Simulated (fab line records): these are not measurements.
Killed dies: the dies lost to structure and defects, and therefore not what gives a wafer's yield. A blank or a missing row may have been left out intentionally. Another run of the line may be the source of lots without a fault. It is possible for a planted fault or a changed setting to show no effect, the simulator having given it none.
Comparing a struck lot with a sound one	flow n5-finfet	17 out of 1938 route steps
Sound: wafers L354.2, L354.4. Struck: wafers L363.1, L363.2, L363.6. The cause is given at the end.
Per side, at each step with rows, come the tool, then ch with its chambers, and then its first start. Under that, the readings that differ: sound wafers	struck wafers	difference of the means	sigmas: that difference in standard deviations of wafers without a fault.
alike: readings with means less than 2 such deviations apart, plus words and numbers identical on both sides. not compared: withheld readings, readings lacking a value on some wafer, bounds such as >300 that could conceal the same value, and numbers that have no deviation in the record and whose values overlap.
A row with sigmas, a row that says differs or no value, or rows on one side alone: a step with any of these is where the two part. Non-overlapping numbers with no deviation appear without sigmas and do not part them. A reading that every wafer of one side lacks parts them only if that side has two wafers or more.

N5_FIN_SAQP_INSPECT_18: inspects for defects (brightfield).
  struck on defect-inspect-02, day 5 07:12; sound on defect-inspect-02, day 2 22:18
  alike: raw-defect-count
then, 2 steps without rows for these wafers: N5_FIN_SAQP_DESCUM_21 (chemistry O2, time 7.9 s); N5_FIN_SAQP_ETCH_51 (etches SiARC in CF4, target depth 45.5 nm, time 75.8 s).
N5_FIN_SAQP_ETCH_52: etches SOC in N2/H2, target depth 100 nm, overetch 20 nm, time 150 s.
  sound on rie-diel-04 ch 1,3, day 2 22:29; struck on rie-diel-05 ch 1,2,3, day 5 07:25
  alike: drypump-motor-current-A, oes-product-au, rf-vpp-V, showerhead-plenum-p-Torr, throttle-valve-pct
  not compared: rf-hours-counter-h
then, 1 step without rows for these wafers: N5_FIN_SAQP_STRIP_53 (strips in N2/H2).
N5_FIN_SAQP_HM_OPEN_73: chemistry CHF3/O2, target SiO2, stops on a-Si, target depth 12 nm, time 16.8 s.
  sound on rie-diel-04 ch 1,3, day 2 22:35; struck on rie-diel-05 ch 1,2,3, day 5 07:31
  alike: drypump-motor-current-A, oes_ar_750_au, oes-product-au, rf-vpp-V, showerhead-plenum-p-Torr, throttle-valve-pct
  not compared: rf-hours-counter-h
then, 5 steps without rows for these wafers: N5_FIN_SAQP_STRIP_74 (strips in CHF3/O2); N5_FIN_SAQP_MANDREL_ETCH_22 (etches a-Si in HBr/Cl2, stops on SiNx, target depth 60 nm, bt time 10 s, time 30 s); N5_FIN_SAQP_STRIP_55 (strips in N2/H2); N5_FIN_SAQP_STRIP_23 (strips in SPM, time 750 s); N5_FIN_SAQP_SRD_66 (time 30 s).
N5_FIN_SAQP_RECESS_75: chemistry HF/NH3, target SiO2, target depth 14.4 nm, afs cycles 3, sublimation time 60 s.
  sound on vapor-etch-02 ch 0, day 2 23:06; struck on vapor-etch-02 ch 0,1, day 5 08:04
  alike: drypump-motor-current-A
N5_FIN_SAQP_SPACER1_ALD_24: deposits SiO2, target thk 20.3 nm, pulse time 1 s, purge time 2 s.
  sound on ald-sin-03 ch 0,2, day 2 23:38; struck on ald-sin-01 ch 1,2,3, day 5 08:34
reading	sound	struck	difference	sigmas
ald-cycles	218 218	169 169 169	-49	
model.SiO2_of_FIN_SAQP_SPACER1_ALD_24.thk-nm (nm)	20 20.2	15.8 15.8 15.8	-4.3	
  alike: heater-power-w, precursor-pulse-height-rel
N5_FIN_SAQP_SPACER1_ETCHBACK_25: etches SiO2 in CHF3/O2, target depth 24.4 nm, time 12.2 s.
  sound on rie-diel-04 ch 2,3, day 3 00:22; struck on rie-diel-06 ch 0,3, day 5 09:17
  alike: drypump-motor-current-A, oes_ar_750_au, oes-product-au, rf-vpp-V, showerhead-plenum-p-Torr, throttle-valve-pct
  not compared: rf-hours-counter-h
N5_FIN_SAQP_MANDREL1_REMOVE_56: chemistry HBr/Cl2/O2, target a-Si, stops on SiNx, bt time 10 s.
  sound on rie-si-04 ch 2,3, day 3 00:27; struck on rie-si-04 ch 0,1, day 5 09:22
reading	sound	struck	difference	sigmas
model.FIN_SAQP.cd-nm (nm)	20.2 20.4	15.8 15.8 15.6	-4.6	
  alike: HBr_flow_sccm, drypump-motor-current-A, oes-product-au, throttle-valve-pct
  not compared: rf-hours-counter-h
N5_FIN_SAQP_CD_MEAS_27 targets a cd of 20 nm.
  sound on cd-sem-01 ch 0, day 3 00:34; struck on cd-sem-01 ch 0, day 5 09:28
reading	sound	struck	difference	sigmas
cd-nm (nm)	20.25 20.55	15.78 15.91 15.85	-4.55	-18
N5_FIN_SAQP_ETCH_57: etches SiNx in CH3F/O2, target depth 32.5 nm, time 46.4 s.
  sound on rie-diel-04 ch 2,3, day 3 00:37; struck on rie-diel-06 ch 0,3, day 5 09:36
  alike: drypump-motor-current-A, etch-rf-on-time-s, oes_ar_750_au, oes-product-au, rf-vpp-V, showerhead-plenum-p-Torr, throttle-valve-pct
  not compared: rf-hours-counter-h

WHERE THEY PART
Only at N5_FIN_SAQP_CD_MEAS_27, within this record. Later steps at which nothing parts them and some readings are alike: N5_FIN_SAQP_ETCH_57.

WHY: the cause the simulator had injected
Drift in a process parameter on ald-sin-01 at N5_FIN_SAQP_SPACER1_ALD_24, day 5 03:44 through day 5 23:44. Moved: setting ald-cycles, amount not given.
